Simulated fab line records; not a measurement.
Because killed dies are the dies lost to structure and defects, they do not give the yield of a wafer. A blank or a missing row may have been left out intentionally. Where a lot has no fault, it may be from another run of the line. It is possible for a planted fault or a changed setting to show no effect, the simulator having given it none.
Which tool is to blame? + flow n5-finfet + 7 lots with 19 wafers sampled at 8 steps, on a route of 1938 steps

WHAT EACH GAUGE READ, for each wafer
N5_BEOL_M8_INSPECT_13: inspects for defects (brightfield). Usual: 414 for raw-defect-count, sd 98.
| lot  | measured     | on                | raw-defect-count | flag |
|------|--------------|-------------------|------------------|------|
| L230 | day 9 05:46  | defect-inspect-02 | 366 502 521      |      |
| L231 | day 9 15:52  | defect-inspect-01 | 389 399 306      |      |
| L238 | day 11 22:33 | defect-inspect-01 | 398 300 239      |      |
| L244 | day 13 01:35 | defect-inspect-01 | 324 350          |      |
| L246 | day 13 09:44 | defect-inspect-02 | 543 696          |      |
| L251 | day 15 11:45 | defect-inspect-02 | 374 656 515      |      |
| L253 | day 15 14:35 | defect-inspect-02 | 462 512 486      |      |

N5_BEOL_M8_CD_MEAS_28: the cd target is 40 nm. Usual: 40.02 nm for cd-nm, sd 0.24.
| lot  | measured     | on        | cd-nm (nm)        | flag |
|------|--------------|-----------|-------------------|------|
| L230 | day 9 07:42  | cd-sem-03 | 40.26 40.07 39.92 |      |
| L231 | day 9 16:52  | cd-sem-02 | 40.27 40.14 39.85 |      |
| L238 | day 12 00:48 | cd-sem-01 | 39.84 39.81 40.34 |      |
| L244 | day 13 03:47 | cd-sem-01 | 40.20 40.38       |      |
| L246 | day 13 13:20 | cd-sem-02 | 40.09 40.05       |      |
| L251 | day 15 13:06 | cd-sem-03 | 39.46 40.17 39.77 |      |
| L253 | day 15 19:20 | cd-sem-03 | 39.86 40.07 40.23 |      |

N5_BEOL_M8_OCD_MEAS_38. Usual: 93.9 nm for trench-depth-nm, sd 2.3.
| lot  | measured     | on     | trench-depth-nm (nm) | flag |
|------|--------------|--------|----------------------|------|
| L230 | day 9 08:22  | ocd-01 | 93.3 98.6 93.4       |      |
| L231 | day 9 17:30  | ocd-02 | 93.4 98.0 92.8       |      |
| L238 | day 12 01:46 | ocd-01 | 94.9 92.6 95.5       |      |
| L244 | day 13 04:20 | ocd-02 | 75.2 92.9            | OFF  |
| L246 | day 13 13:53 | ocd-02 | 93.8 71.9            | OFF  |
| L251 | day 15 13:39 | ocd-02 | 95.8 93.5 94.6       |      |
| L253 | day 15 19:53 | ocd-02 | 90.6 97.1 93.2       |      |

N5_BEOL_M8_THK_MEAS_53: measures by xrf. Usual: M8_THK 80.9 nm, standard deviation 2.6.
| lot  | measured     | on            | M8_THK (nm)    | flag |
|------|--------------|---------------|----------------|------|
| L230 | day 9 12:37  | film-metro-02 | 80.4 86.1 81.4 |      |
| L231 | day 9 20:44  | film-metro-02 | 80.9 85.0 80.3 |      |
| L238 | day 12 04:58 | film-metro-02 | 81.4 80.0 80.3 |      |
| L244 | day 13 06:49 | film-metro-02 | 62.3 82.1      | OFF  |
| L246 | day 13 16:15 | film-metro-02 | 79.3 59.0      | OFF  |
| L251 | day 15 16:13 | film-metro-02 | 83.3 80.6 81.1 |      |
| L253 | day 15 22:01 | film-metro-01 | 79.6 85.7 80.2 |      |

N5_BEOL_M8_RS_MEAS_57: measurement is done with a four-point probe. Usual: M8_RS 0.287 ohm/sq, standard deviation 0.011.
| lot  | measured     | on            | M8_RS (ohm/sq)    | flag |
|------|--------------|---------------|-------------------|------|
| L230 | day 9 12:47  | film-metro-02 | 0.289 0.266 0.285 |      |
| L231 | day 9 20:54  | film-metro-02 | 0.283 0.267 0.286 |      |
| L238 | day 12 05:05 | film-metro-02 | 0.284 0.291 0.289 |      |
| L244 | day 13 06:57 | film-metro-01 | 0.394 0.282       | OFF  |
| L246 | day 13 16:23 | film-metro-02 | 0.294 0.418       | OFF  |
| L251 | day 15 16:20 | film-metro-01 | 0.277 0.288 0.285 |      |
| L253 | day 15 22:08 | film-metro-02 | 0.293 0.270 0.290 |      |

N5_BEOL_M15_RC_MEAS_101. Usual: COMB_M10 1.5e-11 S/m, standard deviation 3.1e-12; COMB_M11 1.5e-11 S/m, standard deviation 3.2e-12; COMB_M12 6.4e-12 S/m, standard deviation 1.4e-12; COMB_M12_max_site 9.1e-12 S/m, standard deviation 1.9e-12; COMB_M13 5e-12 S/m, standard deviation 9.5e-13; COMB_M14 3.6e-12 S/m, standard deviation 1e-12; COMB_M15 2.5e-12 S/m, standard deviation 7.3e-13; COMB_M5 3.7e-11 S/m, standard deviation 7.9e-12; COMB_M6 2.3e-11 S/m, standard deviation 4.6e-12; COMB_M6_max_site 3.4e-11 S/m, standard deviation 7.3e-12; COMB_M7 2.5e-11 S/m, standard deviation 4.8e-12; COMB_M9 1.4e-11 S/m, standard deviation 3e-12; SERP_M10 3.02 ohm/um, standard deviation 0.1; SERP_M11 3.09 ohm/um, standard deviation 0.093; SERP_M12 0.644 ohm/um, standard deviation 0.021; SERP_M12_max_site 0.657 ohm/um, standard deviation 0.022; SERP_M13 0.313 ohm/um, standard deviation 0.0081; SERP_M14 0.160 ohm/um, standard deviation 0.0057; SERP_M14_max_site 0.162 ohm/um, standard deviation 0.0058; SERP_M5 39.0 ohm/um, standard deviation 2.2; SERP_M5_max_site 40.5 ohm/um, standard deviation 2.3; SERP_M6 13.8 ohm/um, standard deviation 0.78; SERP_M7 14.0 ohm/um, standard deviation 0.75; SERP_M8 14.0 ohm/um, standard deviation 0.76; SERP_M8_max_site 14.5 ohm/um, standard deviation 0.82; SERP_M9 3.09 ohm/um, standard deviation 0.11.
| lot  | measured     | on        | COMB_M10 (S/m)          | COMB_M11 (S/m)          | COMB_M12 (S/m)          | COMB_M12_max_site (S/m)   | COMB_M13 (S/m)          | COMB_M14 (S/m)          | COMB_M15 (S/m)          | COMB_M5 (S/m)           | COMB_M6 (S/m)           | COMB_M6_max_site (S/m)  | COMB_M7 (S/m)           | COMB_M9 (S/m)           | SERP_M10 (ohm/um) | SERP_M11 (ohm/um) | SERP_M12 (ohm/um) | SERP_M12_max_site (ohm/um) | SERP_M13 (ohm/um) | SERP_M14 (ohm/um) | SERP_M14_max_site (ohm/um) | SERP_M5 (ohm/um) | SERP_M5_max_site (ohm/um) | SERP_M6 (ohm/um) | SERP_M7 (ohm/um) | SERP_M8 (ohm/um) | SERP_M8_max_site (ohm/um) | SERP_M9 (ohm/um) | flag |
|------|--------------|-----------|-------------------------|-------------------------|-------------------------|---------------------------|-------------------------|-------------------------|-------------------------|-------------------------|-------------------------|-------------------------|-------------------------|-------------------------|-------------------|-------------------|-------------------|----------------------------|-------------------|-------------------|----------------------------|------------------|---------------------------|------------------|------------------|------------------|---------------------------|------------------|------|
| L230 | day 11 16:43 | prober-01 | 1.4e-11 1.3e-11 9e-12   | 1.4e-11 1.6e-11 2.4e-11 | 7.9e-12 6.4e-12 5.8e-12 | 9.5e-12 9.4e-12 9.1e-12   | 4.6e-12 4.1e-12 4.7e-12 | 2.2e-12 2.2e-12 2.2e-12 | 2.1e-12 2.8e-12 2.8e-12 | 2.6e-11 4e-11 3.7e-11   | 2.4e-11 1.6e-11 1.7e-11 | 3.9e-11 2.5e-11 2.5e-11 | 2.3e-11 2e-11 3.4e-11   | 9e-12 1e-11 1.1e-11     | 3.01 2.88 2.94    | 3.16 3.13 3.04    | 0.634 0.669 0.644 | 0.658 0.683 0.655          | 0.320 0.327 0.309 | 0.152 0.147 0.160 | 0.155 0.149 0.162          | 41.4 42.0 38.5   | 45.1 43.8 41.8            | 14.0 13.4 15.8   | 13.4 14.7 14.5   | 13.7 12.7 13.7   | 14.4 13.1 13.9            | 3.18 3.03 3.17   |      |
| L231 | day 12 03:21 | prober-02 | 1.5e-11 1.9e-11 1.8e-11 | 1.7e-11 1.4e-11 1.6e-11 | 7.5e-12 8e-12 7.2e-12   | 8.6e-12 1.24e-11 1.16e-11 | 5.7e-12 4.4e-12 4e-12   | 6e-12 4.1e-12 3.7e-12   | 3.2e-12 3.1e-12 2.7e-12 | 2.8e-11 3.3e-11 4.4e-11 | 2.4e-11 2.2e-11 3e-11   | 3.2e-11 3.9e-11 3.6e-11 | 2.8e-11 2.2e-11 2.4e-11 | 2e-11 1.4e-11 1.7e-11   | 2.84 2.89 3.04    | 3.15 3.24 3.07    | 0.634 0.652 0.660 | 0.654 0.657 0.666          | 0.314 0.303 0.318 | 0.162 0.165 0.164 | 0.165 0.167 0.165          | 37.3 40.5 39.2   | 38.5 42.6 40.2            | 13.0 13.1 13.7   | 14.4 14.4 14.8   | 12.8 13.0 13.4   | 13.5 13.1 13.9            | 2.86 3.07 2.94   |      |
| L238 | day 14 09:47 | prober-01 | 1.7e-11 1.5e-11 1.6e-11 | 1.4e-11 1.3e-11 1.6e-11 | 7.2e-12 7.3e-12 7.7e-12 | 9.7e-12 9.7e-12 1.12e-11  | 3.7e-12 2.9e-12 3.5e-12 | 3.7e-12 2.3e-12 3.3e-12 | 1.7e-12 1.5e-12 2.6e-12 | 3.3e-11 4.2e-11 2.9e-11 | 1.8e-11 1.7e-11 2.3e-11 | 3.1e-11 1.9e-11 3.5e-11 | 2.4e-11 2.4e-11 1.9e-11 | 1.2e-11 1.6e-11 1.3e-11 | 3.01 3.02 3.00    | 3.02 3.22 3.09    | 0.679 0.682 0.671 | 0.693 0.702 0.683          | 0.297 0.297 0.327 | 0.155 0.169 0.150 | 0.156 0.171 0.152          | 37.3 35.4 37.3   | 38.3 37.0 38.4            | 13.6 13.2 12.9   | 12.8 14.2 14.2   | 13.8 15.0 14.2   | 14.3 15.4 14.5            | 2.97 3.03 2.91   |      |
| L244 | day 15 18:13 | prober-01 | 1.8e-11 2.1e-11         | 1.3e-11 9e-12           | 4.8e-12 6.2e-12         | 7.4e-12 8.9e-12           | 3.7e-12 4.1e-12         | 3.6e-12 2.5e-12         | 1.5e-12 1.8e-12         | 3.6e-11 3.6e-11         | 2.5e-11 2.6e-11         | 4.2e-11 3.2e-11         | 1.8e-11 1.9e-11         | 1.3e-11 1.3e-11         | 2.89 3.00         | 3.16 2.95         | 0.627 0.617       | 0.636 0.628                | 0.320 0.307       | 0.148 0.167       | 0.149 0.169                | 37.0 36.6        | 37.9 38.2                 | 13.4 14.6        | 14.1 13.1        | 19.3 13.6        | 19.7 13.8                 | 3.17 3.13        | OFF  |
| L246 | day 15 20:41 | prober-02 | 1.6e-11 1.4e-11         | 1.2e-11 1.2e-11         | 5.6e-12 6e-12           | 8.1e-12 7.4e-12           | 5.5e-12 5.6e-12         | 5.5e-12 3.9e-12         | 3e-12 3e-12             | 2.7e-11 3.3e-11         | 2.7e-11 3.2e-11         | 3.5e-11 5.4e-11         | 2.3e-11 3.4e-11         | 1.7e-11 1.6e-11         | 3.01 3.07         | 3.22 3.03         | 0.664 0.633       | 0.684 0.644                | 0.309 0.307       | 0.161 0.161       | 0.164 0.163                | 39.8 39.0        | 40.8 40.4                 | 15.0 13.7        | 13.2 12.4        | 14.3 20.2        | 14.7 21.0                 | 3.06 3.04        | OFF  |
| L251 | day 17 10:49 | prober-01 | 1.5e-11 1.8e-11 1.5e-11 | 1.9e-11 1.2e-11 1.5e-11 | 7.3e-12 8.4e-12 5.7e-12 | 1.02e-11 1.23e-11 6.6e-12 | 4.6e-12 5.3e-12 3.8e-12 | 2.8e-12 2.5e-12 2.6e-12 | 1.6e-12 2.5e-12 1.5e-12 | 2.8e-11 3.6e-11 3.7e-11 | 1.6e-11 1.5e-11 1.6e-11 | 3.3e-11 1.8e-11 2.1e-11 | 2.8e-11 2.8e-11 3e-11   | 1e-11 1.2e-11 1e-11     | 3.09 3.04 3.11    | 3.15 3.20 3.06    | 0.671 0.627 0.648 | 0.675 0.633 0.662          | 0.311 0.306 0.305 | 0.158 0.164 0.157 | 0.160 0.166 0.159          | 37.8 40.3 39.5   | 39.3 42.3 41.1            | 14.0 13.1 13.4   | 14.1 14.1 15.8   | 12.9 14.0 14.4   | 13.3 14.8 14.8            | 3.25 3.30 3.12   |      |
| L253 | day 18 04:22 | prober-02 | 1.6e-11 1.7e-11 1.6e-11 | 1.2e-11 1.5e-11 1.5e-11 | 8.5e-12 6.8e-12 5.7e-12 | 9.7e-12 1.15e-11 7.8e-12  | 5.5e-12 6e-12 6.9e-12   | 2.6e-12 2.9e-12 2.8e-12 | 3e-12 2.2e-12 3.4e-12   | 4.3e-11 3.4e-11 3.8e-11 | 2.4e-11 2.3e-11 2.5e-11 | 3.2e-11 3.6e-11 3.3e-11 | 2.5e-11 2.8e-11 2.4e-11 | 1.2e-11 1e-11 1.2e-11   | 3.10 2.91 3.08    | 3.01 3.16 3.23    | 0.618 0.645 0.599 | 0.626 0.658 0.605          | 0.322 0.314 0.312 | 0.160 0.164 0.158 | 0.162 0.166 0.160          | 38.2 40.1 35.9   | 39.2 40.7 38.7            | 13.7 13.6 14.2   | 13.0 13.7 12.9   | 14.0 13.5 14.0   | 14.7 14.0 14.4            | 2.94 2.93 3.00   |      |

TOOL THAT RAN EACH LOT (tool first, then ch and the chambers of the sampled wafers, then the start)
| lot  | N5_BEOL_M8_TRENCH_ETCH_37          | N5_BEOL_M8_PRE_CLEAN_45      |
|------|------------------------------------|------------------------------|
| L230 | rie-diel-06 ch 0,2,3, day 9 08:13  | pvd-sputter-03, day 9 11:10  |
| L231 | rie-diel-06 ch 1,2,3, day 9 17:20  | pvd-sputter-03, day 9 18:26  |
| L238 | rie-diel-01 ch 0,2,3, day 12 01:37 | pvd-sputter-02, day 12 03:18 |
| L244 | rie-diel-06 ch 2,3, day 13 04:11   | pvd-sputter-03, day 13 05:20 |
| L246 | rie-diel-06 ch 1, day 13 13:44     | pvd-sputter-02, day 13 14:31 |
| L251 | rie-diel-01 ch 1,2,3, day 15 13:30 | pvd-sputter-01, day 15 14:38 |
| L253 | rie-diel-04 ch 0,1,3, day 15 19:44 | pvd-sputter-02, day 15 20:31 |
- N5_BEOL_M8_TRENCH_ETCH_37: etches SiCOH lowk in C4F6/O2, target depth 93.478 nm, time 31.2 s.
- N5_BEOL_M8_PRE_CLEAN_45: time 30 s.

AS READ BY THE TOOLS THEMSELVES (means over the sampled wafers that have a number; for cases with no such wafer, the mark the record gives instead)
N5_BEOL_M8_TRENCH_ETCH_37. Usual: drypump-motor-current-A 5.6 A, standard deviation 0.43; oes-product-au 0.82 a.u., standard deviation 0.08; rf-vpp-V 657 V, standard deviation 18; run-length-s 54.6 s, standard deviation 0.36; showerhead-plenum-p-Torr 2.83 Torr, standard deviation 0.087; throttle-valve-pct 20.79 %, standard deviation 0.19.
| lot  | tool        | drypump-motor-current-A (A) | oes-product-au (a.u.) | rf-vpp-V (V) | run-length-s (s) | showerhead-plenum-p-Torr (Torr) | throttle-valve-pct (%) | flag |
|------|-------------|-----------------------------|-----------------------|--------------|------------------|---------------------------------|------------------------|------|
| L230 | rie-diel-06 | 5.4                         | 0.81                  | 649          | 54.6             | 2.86                            | 20.80                  |      |
| L231 | rie-diel-06 | 5.7                         | 0.86                  | 648          | 54.7             | 2.88                            | 20.78                  |      |
| L238 | rie-diel-01 | 5.7                         | 0.86                  | 665          | 54.5             | 2.82                            | 20.63                  |      |
| L244 | rie-diel-06 | 5.4                         | 0.82                  | 652          | 51.3             | 2.81                            | 20.87                  | OFF  |
| L246 | rie-diel-06 | 6.3                         | 0.84                  | 639          | 50.9             | 2.97                            | 20.70                  | OFF  |
| L251 | rie-diel-01 | 5.7                         | 0.85                  | 663          | 54.5             | 2.75                            | 20.69                  |      |
| L253 | rie-diel-04 | 5.7                         | 0.78                  | 661          | 54.6             | 2.80                            | 21.00                  |      |

N5_BEOL_M8_PRE_CLEAN_45. Usual: 330 W for heater-power-w, sd 23.
| lot  | tool           | heater-power-w (W) | flag |
|------|----------------|--------------------|------|
| L230 | pvd-sputter-03 | 330                |      |
| L231 | pvd-sputter-03 | 359                |      |
| L238 | pvd-sputter-02 | 323                |      |
| L244 | pvd-sputter-03 | 310                |      |
| L246 | pvd-sputter-02 | 316                |      |
| L251 | pvd-sputter-01 | 335                |      |
| L253 | pvd-sputter-02 | 328                |      |

THE ANSWER, worked out from the rows above alone
Rule: lot off if the mean of its wafers having a number is beyond 3 standard deviations from the usual mean. Also off: a lot with no number at a reading for which 4 or more lots have one. Any other lot the step has rows for is counted as sound. First the gauges in route order, then the tools' own readings, where a lot's mean is used as printed above. The first step at which some lot is off is used, and at that step the reading that is off furthest; a lot without a number counts as furthest.
Off at N5_BEOL_M8_OCD_MEAS_38 (trench-depth-nm): L244, L246.
A tool fits if, at a process step before that reading, it ran every lot that is off, and no sound lot after the first of them. Not tried: the gauges at N5_BEOL_M8_OCD_MEAS_38; whatever is off there is also off at N5_BEOL_M8_THK_MEAS_53, on other tools, and gauge error can't account for it. One fits: N5_BEOL_M8_TRENCH_ETCH_37 on rie-diel-06. Its last sound lot is L231 (day 9 17:20), its first lot that is off L244 (day 13 04:11): a fault that began between those two fits.
On the lots that are off, the tool's own readings at N5_BEOL_M8_TRENCH_ETCH_37 differ by more than 5 times the standard deviation of the sound lots' means, which bears it out; run-length-s reads 51.1 s there versus 54.6 s on the sound lots.

WHAT THE SIMULATOR HAD INSERTED
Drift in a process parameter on rie-diel-06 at N5_BEOL_M8_TRENCH_ETCH_37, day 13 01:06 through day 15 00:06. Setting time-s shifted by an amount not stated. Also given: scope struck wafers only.
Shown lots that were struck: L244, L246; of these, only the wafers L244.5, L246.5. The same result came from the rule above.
